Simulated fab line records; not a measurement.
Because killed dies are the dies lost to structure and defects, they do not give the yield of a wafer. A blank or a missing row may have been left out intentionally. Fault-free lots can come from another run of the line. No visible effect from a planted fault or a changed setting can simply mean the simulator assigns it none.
Split-lot trial + flow n5-finfet + route with 1938 steps; 7 lots, 39 wafers read

## SPLIT DETAILS
At N5_FIN_CUT_CUT_ETCH_26 (etches SiNx in CH3F/O2, target depth 39 nm, time 55.7 s), the setting time-s was moved away from the recipe's 55.7 s on 18 of the 39 wafers read, by -52.4% to +52.4%. All remaining wafers had this setting at the recipe value.

Reading taken at the split's own step.

## THE READING
SOC_of_FIN_CUT_COAT_18.thk-nm (the simulator's own value, which no gauge read), in nm, at N5_FIN_CUT_CUT_ETCH_26 (etches SiNx in CH3F/O2, target depth 39 nm, time 55.7 s). There is no usual value for it anywhere in the file. Here, 21 wafers ran the recipe; their average is 211.4 nm with a standard deviation of 0.71 nm.

| wafer  | tool, chamber at the split | time-s as run, s | against the recipe | SOC_of_FIN_CUT_COAT_18.thk-nm, nm | against lot-mates on the recipe |
|--------|----------------------------|------------------|--------------------|-----------------------------------|---------------------------------|
| L076.1 | rie-diel-02, 0             | 55.7             | recipe             | 211                               | -                               |
| L076.2 | rie-diel-02, 1             | 71.34            | +28.1%             | 205.6                             | -5.3                            |
| L076.3 | rie-diel-02, 2             | 55.7             | recipe             | 210.6                             | -                               |
| L076.4 | rie-diel-02, 3             | 55.7             | recipe             | 211                               | -                               |
| L076.5 | rie-diel-02, 2             | 71.34            | +28.1%             | 204.4                             | -6.5                            |
| L076.6 | rie-diel-02, 3             | 71.34            | +28.1%             | 205.4                             | -5.5                            |
| L077.1 | rie-diel-03, 3             | 26.5             | -52.4%             | 221.4                             | +9.9                            |
| L077.2 | rie-diel-03, 2             | 55.7             | recipe             | 211.4                             | -                               |
| L077.3 | rie-diel-03, 1             | 26.5             | -52.4%             | 221                               | +9.5                            |
| L077.4 | rie-diel-03, 0             | 55.7             | recipe             | 211.8                             | -                               |
| L077.5 | rie-diel-03, 3             | 26.5             | -52.4%             | 221.6                             | +10.1                           |
| L077.6 | rie-diel-03, 2             | 55.7             | recipe             | 211.4                             | -                               |
| L078.1 | rie-diel-03, 1             | 55.7             | recipe             | 212.6                             | -                               |
| L078.2 | rie-diel-03, 3             | 84.9             | +52.4%             | 203.4                             | -9.2                            |
| L078.3 | rie-diel-03, 2             | 84.9             | +52.4%             | 203                               | -9.6                            |
| L078.4 | rie-diel-03, 0             | 55.7             | recipe             | 212.8                             | -                               |
| L078.5 | rie-diel-03, 0             | 84.9             | +52.4%             | 203                               | -9.6                            |
| L078.6 | rie-diel-03, 3             | 55.7             | recipe             | 212.4                             | -                               |
| L080.3 | rie-diel-03, 3             | 55.7             | recipe             | 211.6                             | -                               |
| L080.5 | rie-diel-03, 3             | 55.7             | recipe             | 211.8                             | -                               |
| L080.6 | rie-diel-03, 0             | 55.7             | recipe             | 211.8                             | -                               |
| L083.1 | rie-diel-01, 1             | 26.73            | -52.0%             | 220.6                             | +9.3                            |
| L083.2 | rie-diel-01, 2             | 26.73            | -52.0%             | 222                               | +10.7                           |
| L083.3 | rie-diel-01, 0             | 55.7             | recipe             | 211.4                             | -                               |
| L083.4 | rie-diel-01, 3             | 26.73            | -52.0%             | 221                               | +9.7                            |
| L083.5 | rie-diel-01, 0             | 55.7             | recipe             | 211.2                             | -                               |
| L083.6 | rie-diel-01, 3             | 55.7             | recipe             | 211.4                             | -                               |
| L093.1 | rie-diel-03, 1             | 55.7             | recipe             | 210.4                             | -                               |
| L093.2 | rie-diel-03, 3             | 55.7             | recipe             | 210.4                             | -                               |
| L093.3 | rie-diel-03, 2             | 55.7             | recipe             | 210.2                             | -                               |
| L093.4 | rie-diel-03, 0             | 37.75            | -32.2%             | 216.4                             | +6.1                            |
| L093.5 | rie-diel-03, 2             | 37.75            | -32.2%             | 216.2                             | +5.9                            |
| L093.6 | rie-diel-03, 3             | 37.75            | -32.2%             | 216.2                             | +5.9                            |
| L095.1 | rie-diel-01, 1             | 55.7             | recipe             | 211                               | -                               |
| L095.2 | rie-diel-01, 2             | 80.59            | +44.7%             | 202.8                             | -8.9                            |
| L095.3 | rie-diel-01, 0             | 80.59            | +44.7%             | 204.4                             | -7.3                            |
| L095.4 | rie-diel-01, 3             | 80.59            | +44.7%             | 201.8                             | -9.9                            |
| L095.5 | rie-diel-01, 0             | 55.7             | recipe             | 212.4                             | -                               |
| L095.6 | rie-diel-01, 3             | 55.7             | recipe             | 211.6                             | -                               |

THE FIT
A straight line over all 39 wafers: SOC_of_FIN_CUT_COAT_18.thk-nm changes by -0.181 nm for each +1% of time-s; r = -0.99; the points scatter about the line by 0.89 nm.
The same after taking each lot's own level away (the mean of its wafers on the recipe; 39 wafers): -0.188 nm for each +1%; r = -1.00; scatter 0.47 nm.
The reading moves by 9.9 nm for the largest change in time-s, on that fit.
Measured against the standard deviation above, the lots' own levels, which go from 210.33 to 212.60 nm, span 3.2 times it.
Consequently the slope shifts little with the lot-to-lot level, the two slopes agreeing.
Check: with one of the wafers moved furthest among these (+52.4%) left out of the fit, the line predicts -9.98 nm for it against its lot-mates. It came out at -9.2 nm against them.

## OTHER SPLITS APPLIED TO THESE WAFERS
These wafers also went through other splits before the reading. Each is held against what the fit with the lots' levels taken away leaves over:
| other split on the same wafers | wafers away from the commonest value | r with SOC_of_FIN_CUT_COAT_18.thk-nm (lot level and that fit taken away) |
|--------------------------------|--------------------------------------|--------------------------------------------------------------------------|
| N5_FIN_SAQP_HM_DEP_03 time-s   | 9                                    | +0.14                                                                    |

## THE WHOLE CHAIN: every reading that the file lists as answering this split, in the file's order
| step                   | what it does                                            | reading                                                                        | change (the file's fit)               | r (the file's) |
|------------------------|---------------------------------------------------------|--------------------------------------------------------------------------------|---------------------------------------|----------------|
| N5_FIN_CUT_CUT_ETCH_26 | etches SiNx in CH3F/O2, target depth 39 nm, time 55.7 s | etch.depth-nm (the simulator's own value, which no gauge read)                 | +0.39 nm for each +1% of the setting  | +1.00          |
| N5_FIN_CUT_CUT_ETCH_26 | etches SiNx in CH3F/O2, target depth 39 nm, time 55.7 s | SOC_of_FIN_CUT_COAT_18.thk-nm (the simulator's own value, which no gauge read) | -0.188 nm for each +1% of the setting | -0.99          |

## FILE'S OWN FIT
SOC_of_FIN_CUT_COAT_18.thk-nm changes by -0.188 nm for each +1% of time-s, r = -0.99.
